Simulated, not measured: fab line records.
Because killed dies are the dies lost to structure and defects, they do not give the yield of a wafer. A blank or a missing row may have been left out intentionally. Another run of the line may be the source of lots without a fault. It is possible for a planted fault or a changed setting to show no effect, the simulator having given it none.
Matching of chambers / flow n5Finfet / N5_BEOL_M7_DEP_56 on pecvd-03 has 3 sister chambers
The step deposits SiCN from 3MS/NH3, target thk 10 nm, time 17.5 s. 16 wafers are shown with their chamber, then 8 later ones without.

## EACH WAFER AND ITS CHAMBER
wafer=L075.2; chamber=2; throttleValvePct (%)=8.6; showerheadPlenumPTorr (Torr)=3.654; rfFwdPowerW (W)=197.9
wafer=L075.3; chamber=1; throttleValvePct (%)=9.2; showerheadPlenumPTorr (Torr)=3.647; rfFwdPowerW (W)=199.6
wafer=L075.4; chamber=2; throttleValvePct (%)=8.6; showerheadPlenumPTorr (Torr)=3.648; rfFwdPowerW (W)=198.0
wafer=L080.2; chamber=1; throttleValvePct (%)=9.4; showerheadPlenumPTorr (Torr)=3.647; rfFwdPowerW (W)=199.1
wafer=L080.4; chamber=0; throttleValvePct (%)=9.8; showerheadPlenumPTorr (Torr)=3.685; rfFwdPowerW (W)=198.9
wafer=L080.5; chamber=2; throttleValvePct (%)=8.6; showerheadPlenumPTorr (Torr)=3.655; rfFwdPowerW (W)=197.2
wafer=L079.4; chamber=1; throttleValvePct (%)=9.4; showerheadPlenumPTorr (Torr)=3.659; rfFwdPowerW (W)=200.1
wafer=L079.5; chamber=2; throttleValvePct (%)=8.7; showerheadPlenumPTorr (Torr)=3.653; rfFwdPowerW (W)=198.1
wafer=L079.6; chamber=0; throttleValvePct (%)=9.9; showerheadPlenumPTorr (Torr)=3.684; rfFwdPowerW (W)=199.6
wafer=L084.1; chamber=2; throttleValvePct (%)=8.7; showerheadPlenumPTorr (Torr)=3.648; rfFwdPowerW (W)=198.3
wafer=L084.4; chamber=0; throttleValvePct (%)=9.7; showerheadPlenumPTorr (Torr)=3.678; rfFwdPowerW (W)=198.1
wafer=L084.5; chamber=2; throttleValvePct (%)=8.5; showerheadPlenumPTorr (Torr)=3.644; rfFwdPowerW (W)=197.5
wafer=L083.2; chamber=2; throttleValvePct (%)=8.6; showerheadPlenumPTorr (Torr)=3.658; rfFwdPowerW (W)=198.4
wafer=L083.3; chamber=0; throttleValvePct (%)=9.6; showerheadPlenumPTorr (Torr)=3.680; rfFwdPowerW (W)=197.9
wafer=L083.6; chamber=1; throttleValvePct (%)=9.4; showerheadPlenumPTorr (Torr)=3.647; rfFwdPowerW (W)=199.7
wafer=L085.2; chamber=1; throttleValvePct (%)=9.4; showerheadPlenumPTorr (Torr)=3.650; rfFwdPowerW (W)=199.1

SIGNATURES (averages over the wafers above)
reading=throttleValvePct; chamber 0=9.750; chamber 1=9.360; chamber 2=8.614; scatter within a chamber=0.0922
reading=showerheadPlenumPTorr; chamber 0=3.68175; chamber 1=3.65000; chamber 2=3.65143; scatter within a chamber=0.00468
reading=rfFwdPowerW; chamber 0=198.625; chamber 1=199.520; chamber 2=197.914; scatter within a chamber=0.531
Rule: distance of a wafer from a chamber = root of the sum over the readings of ((wafer's reading minus chamber's mean) / reading's scatter) squared. If the next closest chamber is less than 2 further off than the closest, the wafer can't be placed; otherwise it belongs to the closest. The scatter is the square root of a quotient: the sum, over the shown wafers, of each reading's squared deviation from its chamber's mean, divided by wafers minus chambers.

## WAFERS MISSING THEIR CHAMBER
wafer=L085.3; throttleValvePct (%)=9.7; showerheadPlenumPTorr (Torr)=3.687; rfFwdPowerW (W)=199.1
wafer=L085.4; throttleValvePct (%)=9.5; showerheadPlenumPTorr (Torr)=3.683; rfFwdPowerW (W)=198.5
wafer=L089.1; throttleValvePct (%)=8.6; showerheadPlenumPTorr (Torr)=3.659; rfFwdPowerW (W)=198.0
wafer=L089.2; throttleValvePct (%)=9.2; showerheadPlenumPTorr (Torr)=3.650; rfFwdPowerW (W)=199.5
wafer=L089.4; throttleValvePct (%)=8.8; showerheadPlenumPTorr (Torr)=3.663; rfFwdPowerW (W)=197.6
wafer=L095.1; throttleValvePct (%)=9.6; showerheadPlenumPTorr (Torr)=3.683; rfFwdPowerW (W)=198.5
wafer=L095.2; throttleValvePct (%)=8.8; showerheadPlenumPTorr (Torr)=3.649; rfFwdPowerW (W)=199.1
wafer=L095.6; throttleValvePct (%)=8.7; showerheadPlenumPTorr (Torr)=3.651; rfFwdPowerW (W)=198.3

## CHAMBER TAKEN BY EACH
wafer=L085.3; from the rows above=0; in truth=0
wafer=L085.4; from the rows above=0; in truth=0
wafer=L089.1; from the rows above=2; in truth=2
wafer=L089.2; from the rows above=1; in truth=1
wafer=L089.4; from the rows above=2; in truth=2
wafer=L095.1; from the rows above=0; in truth=0
wafer=L095.2; from the rows above=2; in truth=2
wafer=L095.6; from the rows above=2; in truth=2
Placed correctly: 8 of 8. Number that these rows cannot place: 0. Number placed wrongly: 0.
